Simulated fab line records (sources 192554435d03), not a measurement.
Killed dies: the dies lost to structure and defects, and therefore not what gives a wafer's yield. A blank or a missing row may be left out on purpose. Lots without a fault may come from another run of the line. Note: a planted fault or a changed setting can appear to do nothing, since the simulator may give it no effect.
Matching of chambers + flow n5 finfet + N5_BEOL_M7_ALD_77 on ald metal-03 has 4 sister chambers
The step deposits TaN, target thk 2 nm, pulse time 2 s, purge time 3 s. 8 wafers are shown with their chamber, then 7 later ones without.

== EACH WAFER AND ITS CHAMBER ==
| wafer  | chamber | heater power w (W) | precursor vessel pressure torr (Torr) |
|--------|---------|--------------------|---------------------------------------|
| L077.3 | 3       | 347                | 26.19                                 |
| L089.2 | 1       | 437                | 26.21                                 |
| L089.6 | 2       | 400                | 26.22                                 |
| L091.2 | 3       | 341                | 26.23                                 |
| L091.4 | 0       | 396                | 26.31                                 |
| L091.5 | 1       | 444                | 26.24                                 |
| L092.1 | 2       | 398                | 26.18                                 |
| L092.4 | 0       | 392                | 26.32                                 |

== WAFERS WHOSE CHAMBER IS MISSING ==
| wafer  | heater power w (W) | precursor vessel pressure torr (Torr) |
|--------|--------------------|---------------------------------------|
| L092.6 | 433                | 26.27                                 |
| L093.1 | 396                | 26.27                                 |
| L093.3 | 440                | 26.25                                 |
| L093.5 | 392                | 26.17                                 |
| L094.1 | 401                | 26.27                                 |
| L094.2 | 341                | 26.25                                 |
| L094.5 | 392                | 26.24                                 |

== WHICH CHAMBER EACH ONE RAN IN ==
| wafer  | from the rows above     | in truth |
|--------|-------------------------|----------|
| L092.6 | 1                       | 1        |
| L093.1 | can't be placed: 0 or 2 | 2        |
| L093.3 | 1                       | 1        |
| L093.5 | 2                       | 2        |
| L094.1 | can't be placed: 0 or 2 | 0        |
| L094.2 | 3                       | 3        |
| L094.5 | can't be placed: 2 or 0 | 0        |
Correct placement for 4 of the 7. Can't be placed from these rows: 3 (the true chamber is among the candidates in 3). 0 placed wrongly.
How it was worked out, from the rows above alone: a wafer's distance from a chamber is the root of the sum, over the readings, of the square of ((its reading less the chamber's mean) divided by the reading's scatter). The wafer belongs to the nearest chamber; if the next one is less than 2 further off, it can't be placed. The mean given for a chamber averages the wafers shown for that chamber. The scatter: the root of (the sum of the squares of (reading less its chamber's mean) over the shown wafers, divided by (wafers less chambers)).
